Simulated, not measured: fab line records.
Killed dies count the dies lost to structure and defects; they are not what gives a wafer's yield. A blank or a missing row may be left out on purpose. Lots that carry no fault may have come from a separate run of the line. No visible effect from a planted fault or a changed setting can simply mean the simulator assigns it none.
Which tool did it? ; flow nand harc ; Sampling: 7 lots, 21 wafers, 4 of 1302 route steps

## WHAT THE GAUGES SHOWED, per wafer
NHARC_P_STI_CD_MEAS_09 targets a cd of 200 nm.
lot;measured;on;cd nm (nm)
L240;day 3 15:11;cd sem-02;204 202 197
L243;day 4 23:06;cd sem-01;194 194 195
L245;day 5 17:50;cd sem-01;201 198 197
L247;day 6 12:41;cd sem-02;195 195 198
L251;day 8 05:43;cd sem-03;196 198 202
L257;day 10 21:05;cd sem-01;185 182 181 184 182 180
L260;day 11 22:59;cd sem-02;181 182 181 181 182 181

## EACH LOT AND THE TOOL THAT RAN IT (in order: tool; ch and the chambers of the sampled wafers; start)
lot;NHARC_P_ZERO_WELL_ETCH_62;NHARC_P_ZERO_WELL_RTA_42;NHARC_P_STI_PEB_07
L240;rie diel-03 ch 0,2,3, day 2 23:00 or earlier;rtp anneal-01 ch 0, day 2 23:00;litho track-07 ch 0, day 3 15:06
L243;rie diel-03 ch 0,1, day 4 07:28 or earlier;rtp anneal-02 ch 0, day 4 07:28;litho track-05 ch 0, day 4 23:01
L245;rie diel-03 ch 0,3, day 5 00:52 or earlier;rtp anneal-01 ch 0, day 5 00:52;litho track-02 ch 0, day 5 17:44
L247;rie diel-03 ch 1,2, day 5 20:45 or earlier;rtp anneal-02 ch 0, day 5 20:45;litho track-05 ch 0, day 6 12:37
L251;rie diel-02 ch 0,1,2, day 7 12:46 or earlier;rtp anneal-01 ch 0, day 7 12:46;litho track-07 ch 0, day 8 05:38
L257;rie diel-03 ch 1,3, day 10 01:06 or earlier;rtp anneal-02 ch 0, day 10 01:06;litho track-02 ch 0, day 10 21:00
L260;rie diel-03 ch 1,2,3, day 11 07:22 or earlier;rtp anneal-02 ch 0, day 11 07:22;litho track-02 ch 0, day 11 22:55
- NHARC_P_ZERO_WELL_ETCH_62: etches the open film in CHF3/Ar, target depth 13 nm, time 6.5 s.
- NHARC_P_ZERO_WELL_RTA_42: time 300 s.
- NHARC_P_STI_PEB_07: peb time 80 s.

## THE ANSWER, worked out from the rows above alone
Rule: usual is defined by the lots themselves. Put in order of their means at a reading, lots are off if they are a third of the lots or fewer, leave a main group of 4 or more, and stand apart from it by a gap of 3 or more times the standard deviation of the main group's means; of several such gaps the widest counts. A main group whose means are all the same, to the digits that the tables above print for the reading, isn't used. A lot without any number at a reading at which 4 lots or more have one is off too. Any other lot the step has rows for is counted as sound.
Off at NHARC_P_STI_CD_MEAS_09 (cd nm): L257, L260. Mean 198 nm and standard deviation 2.3 in the main group.
If a tool, at a process step before that reading, ran all the lots that are off and no sound lot after the first of them, it fits. Gauges at NHARC_P_STI_CD_MEAS_09: tried the same way as those tools. Because NHARC_P_ZERO_WELL_ETCH_62 lacks a start for some lots, the hours and order of its lots are taken from NHARC_P_ZERO_WELL_RTA_42. Can't be told from this: 3 tools fit, rie diel-03 at NHARC_P_ZERO_WELL_ETCH_62, rtp anneal-02 at NHARC_P_ZERO_WELL_RTA_42, litho track-02 at NHARC_P_STI_PEB_07.

## WHAT HAD BEEN PUT IN BY THE SIMULATOR
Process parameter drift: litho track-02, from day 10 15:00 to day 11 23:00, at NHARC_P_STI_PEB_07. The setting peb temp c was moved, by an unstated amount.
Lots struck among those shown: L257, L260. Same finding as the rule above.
